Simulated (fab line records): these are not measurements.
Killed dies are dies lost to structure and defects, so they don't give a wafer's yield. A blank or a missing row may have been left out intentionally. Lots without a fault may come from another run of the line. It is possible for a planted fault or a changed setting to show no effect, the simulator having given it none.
Which tool did it? | flow n5-finfet | 11 lots with 33 wafers sampled at 3 steps, on a route of 1938 steps

WHAT THE GAUGES READ, wafer by wafer
N5_BEOL_M5_INSPECT_30: inspects for defects (brightfield). Usual: raw-defect-count reads 397 (standard deviation 99).
lot  | measured     | on                | raw-defect-count | flag
L411 | day 7 19:14  | defect-inspect-01 | 425 350 447      |
L418 | day 9 13:33  | defect-inspect-01 | 334 368 386      |
L417 | day 9 17:04  | defect-inspect-02 | 273 269 468      |
L419 | day 9 17:38  | defect-inspect-02 | 394 375 366      |
L421 | day 10 10:30 | defect-inspect-01 | 560 357 396      |
L422 | day 10 18:55 | defect-inspect-01 | 483 436 435      |
L423 | day 11 05:53 | defect-inspect-01 | 506 473 550      |
L425 | day 11 10:01 | defect-inspect-01 | 478 539 724      |
L424 | day 11 13:27 | defect-inspect-02 | 284 236 207      |
L427 | day 12 05:26 | defect-inspect-01 | 406 458 543      |
L431 | day 13 00:25 | defect-inspect-01 | 335 238 279      |

WHAT TOOL EACH LOT RAN ON (gives the tool, then ch and the chambers of the sampled wafers, and finally the start)
lot  | N5_BEOL_M5_ETCH_62                 | N5_BEOL_M5_COAT_66
L411 | rie-diel-01 ch 0,2,3, day 7 18:29  | litho-track-05 ch 0, day 7 18:53
L418 | rie-diel-04 ch 0,2,3, day 9 12:48  | litho-track-05 ch 0, day 9 13:11
L417 | rie-diel-01 ch 0,1,3, day 9 14:26  | litho-track-02 ch 0, day 9 16:35
L419 | rie-diel-01 ch 0,1, day 9 14:49    | litho-track-05 ch 0, day 9 17:16
L421 | rie-diel-01 ch 0,2,3, day 10 08:50 | litho-track-02 ch 0, day 10 10:08
L422 | rie-diel-01 ch 0,1,2, day 10 18:10 | litho-track-05 ch 0, day 10 18:32
L423 | rie-diel-02 ch 1,2,3, day 11 04:43 | litho-track-03 ch 0, day 11 05:31
L425 | rie-diel-04 ch 0,1, day 11 07:26   | litho-track-05 ch 0, day 11 09:39
L424 | rie-diel-01 ch 1,2, day 11 11:26   | litho-track-02 ch 0, day 11 13:05
L427 | rie-diel-01 ch 1,2,3, day 12 02:47 | litho-track-05 ch 0, day 12 05:02
L431 | rie-diel-02 ch 0,1,2, day 12 23:14 | litho-track-02 ch 0, day 12 23:56
- N5_BEOL_M5_ETCH_62: etches SOC in N2/H2, target depth 75 nm, overetch 15 nm, time 112.5 s.
- N5_BEOL_M5_COAT_66: time 60 s, resist thk 12 nm.

AS READ BY THE TOOLS THEMSELVES (means over the sampled wafers that have a number; for cases with no such wafer, the mark the record gives instead)
N5_BEOL_M5_ETCH_62. Usual: drypump-motor-current-A 5.5 A, standard deviation 0.44; oes-product-au 0.63 a.u., standard deviation 0.079; rf-vpp-V 524.3 V, standard deviation 2.3; showerhead-plenum-p-Torr 2.56 Torr, standard deviation 0.082; throttle-valve-pct 17.7 %, standard deviation 0.32.
lot  | tool        | drypump-motor-current-A (A) | oes-product-au (a.u.) | rf-vpp-V (V) | showerhead-plenum-p-Torr (Torr) | throttle-valve-pct (%) | flag
L411 | rie-diel-01 | 5.5                         | 0.59                  | 525.9        | 2.62                            | 17.8                   |
L418 | rie-diel-04 | 5.4                         | 0.66                  | 523.4        | 2.53                            | 17.8                   |
L417 | rie-diel-01 | 5.7                         | 0.65                  | 525.9        | 2.59                            | 17.5                   |
L419 | rie-diel-01 | 5.6                         | 0.68                  | 525.5        | 2.61                            | 17.6                   |
L421 | rie-diel-01 | 5.5                         | 0.58                  | 525.9        | 2.61                            | 17.9                   |
L422 | rie-diel-01 | 5.6                         | 0.65                  | 523.3        | 2.56                            | 17.7                   |
L423 | rie-diel-02 | 5.2                         | 0.59                  | 524.4        | 2.54                            | 17.8                   |
L425 | rie-diel-04 | 5.3                         | 0.71                  | 523.7        | 2.52                            | 17.6                   |
L424 | rie-diel-01 | 5.6                         | 0.62                  | 522.8        | 2.52                            | 17.8                   |
L427 | rie-diel-01 | 5.7                         | 0.61                  | 523.0        | 2.54                            | 17.7                   |
L431 | rie-diel-02 | 5.7                         | 0.61                  | 524.6        | 2.58                            | 17.7                   |

N5_BEOL_M5_COAT_66. Usual: heater-power-total-W 427.7 W, standard deviation 2.1; spin-speed-rpm 1500.0 rpm, standard deviation 1.
lot  | tool           | heater-power-total-W (W) | spin-speed-rpm (rpm) | flag
L411 | litho-track-05 | 428.5                    | 1499.1               |
L418 | litho-track-05 | 427.7                    | 1499.7               |
L417 | litho-track-02 | 424.6                    | 1500.1               |
L419 | litho-track-05 | 426.8                    | 1500.3               |
L421 | litho-track-02 | 427.9                    | 1499.8               |
L422 | litho-track-05 | 425.3                    | 1500.1               |
L423 | litho-track-03 | 426.7                    | 1499.2               |
L425 | litho-track-05 | 426.2                    | 1444.8               | OFF
L424 | litho-track-02 | 427.7                    | 1500.2               |
L427 | litho-track-05 | 425.8                    | 1444.0               | OFF
L431 | litho-track-02 | 426.0                    | 1500.2               |

THE ANSWER, worked out from the rows above alone
Rule: lot off if the mean of its wafers having a number is beyond 3 standard deviations from the usual mean. A lot without any number at a reading at which 4 lots or more have one is off too. All remaining lots with rows at the step are treated as sound. Order of review: gauges by route order, followed by the tools' own readings, for which a lot's mean as printed above is used. At the first step where some lot is off, the reading lying furthest off is the one used; lots without a number count as furthest.
Off, at N5_BEOL_M5_COAT_66 on spin-speed-rpm: L425, L427.
A tool fits if, at that step or a process step before it, it ran every lot that is off, and no sound lot after the first of them. One fits: N5_BEOL_M5_COAT_66 on litho-track-05. Its last sound lot is L422 (day 10 18:32), its first lot that is off L425 (day 11 09:39): a fault that began between those two fits.
The tool's own readings at N5_BEOL_M5_COAT_66 bear it out: on the lots that are off they differ by more than 5 times the standard deviation of the sound lots' means. spin-speed-rpm reads 1444.4 rpm there against 1499.9 rpm on the sound lots.

WHAT THE SIMULATOR PUT IN
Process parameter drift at N5_BEOL_M5_COAT_66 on litho-track-05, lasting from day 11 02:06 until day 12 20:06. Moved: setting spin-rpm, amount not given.
Struck lots among those shown: L425, L427. The rule given above showed the same thing.
